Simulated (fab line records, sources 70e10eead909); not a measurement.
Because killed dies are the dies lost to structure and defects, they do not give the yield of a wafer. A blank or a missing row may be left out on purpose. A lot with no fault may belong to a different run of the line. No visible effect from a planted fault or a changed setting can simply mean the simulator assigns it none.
Struck lot and sound lot, side by side | flow nandHarc | 14 out of 1302 route steps
Sound: wafers L922.1, L922.2, L922.6. Struck: wafer L931.3 (L931.2, L931.4, from the same lot, were not struck and are left out); the cause is given at the end.
Per side, at each step with rows, come the tool, then ch with its chambers, and then its first start. Under that, the readings that differ: sound wafers | struck wafers | difference of the means | sigmas: that difference in standard deviations of wafers without a fault.
alike: readings whose means differ by less than 2 such deviations, and words and numbers that are the same on both sides. not compared: withheld readings, readings that some wafer has no value for, bounds like >300 that may hide the same value, and numbers for which the record gives no deviation and whose values overlap.
The two part at a step that has a row with sigmas, a row that says differs or no value, or rows on one side only. Numbers that have no deviation but don't overlap get no sigmas and don't part them. A reading missing from all wafers of one side parts the sides only when that side holds two or more wafers.

first, 6 steps without rows for these wafers: NHARC_A_CONTACT_COAT_02 (resist thk 90 nm); NHARC_A_CONTACT_SOFTBAKE_03 (time 55 s); NHARC_A_CONTACT_EBR_04; NHARC_A_CONTACT_EXPOSE_05 (exposes mask A CC); NHARC_A_CONTACT_PEB_06 (peb time 65 s); NHARC_A_CONTACT_DEVELOP_07 (develop time 35 s).
NHARC_A_CONTACT_CD_MEAS_08: the cd target is 200 nm.
  sound on cdSem-02 ch 0, day 26 10:32; struck on cdSem-02 ch 0, day 29 20:25
  alike: cdNm
NHARC_A_CONTACT_OVL_MEAS_09:
  sound on overlay-02 at day 26 10:38; struck on overlay-02 at day 29 20:30
reading         | sound          | struck | difference | sigmas
overlayXNm (nm) | -1.4 -1.4 -0.9 | 1.2    | +2.4       | +3
  alike: overlayYNm
NHARC_A_CONTACT_INSPECT_10:
  sound on defectInspect-01 at day 26 10:40; struck on defectInspect-01 at day 29 20:32
  alike: rawDefectCount
NHARC_A_CONTACT_DESCUM_13: chemistry O2, time 3 s.
  sound on rieDiel-01 ch 0,2, day 26 10:53; struck on rieDiel-01 ch 2, day 29 20:35
  alike: chamberPressureMTorr, drypumpMotorCurrentA, oesProductAu, rfVppV, showerheadPlenumPTorr, throttleValvePct
  not compared: rfHoursCounterH
NHARC_A_CONTACT_ETCH_88: etches the open film in CF4, target depth 39 nm, time 65 s.
  sound on rieDiel-01 ch 2,3, day 26 11:06; struck on rieDiel-01 ch 3, day 29 20:41
  alike: chamberPressureMTorr, drypumpMotorCurrentA, oesProductAu, rfVppV, showerheadPlenumPTorr, throttleValvePct
  not compared: rfHoursCounterH
NHARC_A_CONTACT_ETCH_89: etches the open film in N2/H2, target depth 260 nm, time 475.3 s.
  sound: rieDiel-01 ch 0,1; struck: rieDiel-01 ch 2
reading             | sound             | struck | difference | sigmas
oesProductAu (a.u.) | 0.989 1.000 0.996 | 1.015  | +0.020     | +3
  alike: chamberPressureMTorr, drypumpMotorCurrentA, rfVppV, showerheadPlenumPTorr, throttleValvePct
  not compared: rfHoursCounterH
NHARC_A_CONTACT_ETCH_30: etches the open film in CF4/CHF3, target depth 72.6 nm, time 36.3 s.
  sound on rieDiel-01 ch 1,2,3, day 26 11:32; struck on rieDiel-01 ch 0, day 29 21:07
reading                      | sound                | struck | difference | sigmas
chamberPressureMTorr (mTorr) | 24.999 25.002 25.008 | 24.946 | -0.057     | -2
oesProductAu (a.u.)          | 0.928 0.952 0.959    | 0.794  | -0.152     | -8
  alike: drypumpMotorCurrentA, rfVppV, showerheadPlenumPTorr, throttleValvePct
  not compared: rfHoursCounterH
NHARC_A_CONTACT_ETCH_31: etches the open film in O2/COS, target depth 2800 nm, time 728 s.
  sound: rieDiel-01 ch 1,2; struck: rieDiel-01 ch 3
  alike: chamberPressureMTorr, cosFlowSccm, drypumpMotorCurrentA, oesProductAu, rfVppV, showerheadPlenumPTorr, throttleValvePct
  not compared: rfHoursCounterH

WHERE THEY PART
At NHARC_A_CONTACT_OVL_MEAS_09 first; at NHARC_A_CONTACT_ETCH_30 last (within this record only). Later steps at which nothing parts them and some readings are alike: NHARC_A_CONTACT_ETCH_31.

WHY: whatever the simulator had introduced
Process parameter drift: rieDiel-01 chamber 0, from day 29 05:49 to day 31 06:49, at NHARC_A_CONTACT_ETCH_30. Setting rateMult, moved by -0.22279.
